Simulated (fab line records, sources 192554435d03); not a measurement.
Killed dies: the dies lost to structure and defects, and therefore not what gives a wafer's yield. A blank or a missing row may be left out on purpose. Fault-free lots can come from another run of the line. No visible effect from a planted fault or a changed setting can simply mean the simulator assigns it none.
One fault through the eyes of 2 desks -- flow n5-finfet -- each desk holds nothing but its own numbers, with what lay behind them at the end

## THE METROLOGY DESK
What the gauges read for every lot (on any tool): the sampled wafers with a number, averaged. Any lot whose mean is over 4 standard deviations away from the usual mean is out of limits and marked OUT; that distance is given in the brackets. Shown here are 7 of its 10 readings, the ones lying furthest out on some lot.
Columns: A = DIBL_P at N5_BEOL_M4_RC_MEAS_101, usual 35.9 mV/V; B = IOFF_N at N5_BEOL_M4_RC_MEAS_101, usual 0.155 nA/um; C = IOFF_P at N5_BEOL_M4_RC_MEAS_101, usual 0.201 nA/um; D = ION_N at N5_BEOL_M4_RC_MEAS_101, usual 672 uA/um; E = SS_N at N5_BEOL_M4_RC_MEAS_101, usual 71.6 mV/dec; F = SS_P at N5_BEOL_M4_RC_MEAS_101, usual 73.1 mV/dec; G = VT_N at N5_BEOL_M4_RC_MEAS_101, usual 250.0 mV
lot,first seen here,A,B,C,D,E,F,G
L661,day 8 02:14,37.0,0.165,0.225,673,71.9,74.0,247.9
L662,day 8 04:57,34.0,0.132,0.193,659,71.5,72.5,254.1
L664,day 9 02:19,35.9,0.150,0.193,670,71.7,72.8,250.9
L667,day 9 10:04,36.5,0.146,0.176,670,71.6,73.1,251.1
L671,day 11 03:59,36.0,0.143,0.195,667,71.2,72.7,251.9
L673,day 11 05:29,34.4,0.136,0.178,670,70.9,72.3,251.2
L680,day 12 22:56,37.3,0.162,0.210,675,72.4,73.9,249.2
L683,day 13 18:04,35.3,0.148,0.183,672,71.2,73.2,250.5
Finding of this desk: none of the 8 lots has anything out of limits.

## DESK OF THE TOOL OWNER: euv-scanner-01
The tool's own readings at N5_BEOL_M0_SAQP_EXPOSE_37 (exposes mask M0 CUT1, target cd 30 nm): means of the sampled wafers that have a number, for each lot that ran on this tool. Any lot whose mean is over 4 standard deviations away from the usual mean is out of limits and marked OUT; that distance is given in the brackets.
Columns: A = exposure-dose-mJ-cm2 at N5_BEOL_M0_SAQP_EXPOSE_37, usual 44.66
lot,first seen here,A
L661,day 5 18:25,44.72
L662,day 5 23:08,44.69
L671,day 8 10:06,44.70
L680,day 10 15:34,45.42 (+15) OUT
L683,day 11 05:24,45.22 (+11) OUT
This desk finds L680, L683 out of limits, L680 being first, at day 10 15:34 (exposure-dose-mJ-cm2 at N5_BEOL_M0_SAQP_EXPOSE_37). In limits: L661, L662, L671.

## TAKEN TOGETHER
An alarm could have come from the tool owner's desk at day 10 15:34, on L680, L683.
At the metrology desk, nothing out of limits was observed.
The metrology desk has L680, L683 on record, within its limits.
The lots listed all ran N5_BEOL_M0_SAQP_EXPOSE_37 on euv-scanner-01.

## WHAT THE SIMULATOR HAD INSERTED
Process parameters drifting: euv-scanner-01 at N5_BEOL_M0_SAQP_EXPOSE_37, beginning at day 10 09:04. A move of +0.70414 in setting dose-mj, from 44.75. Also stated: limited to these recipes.
Struck lots among those shown: L680, L683.
How many hours passed from the start of the fault until each desk's first out-of-limits reading: the tool owner's desk, 6.
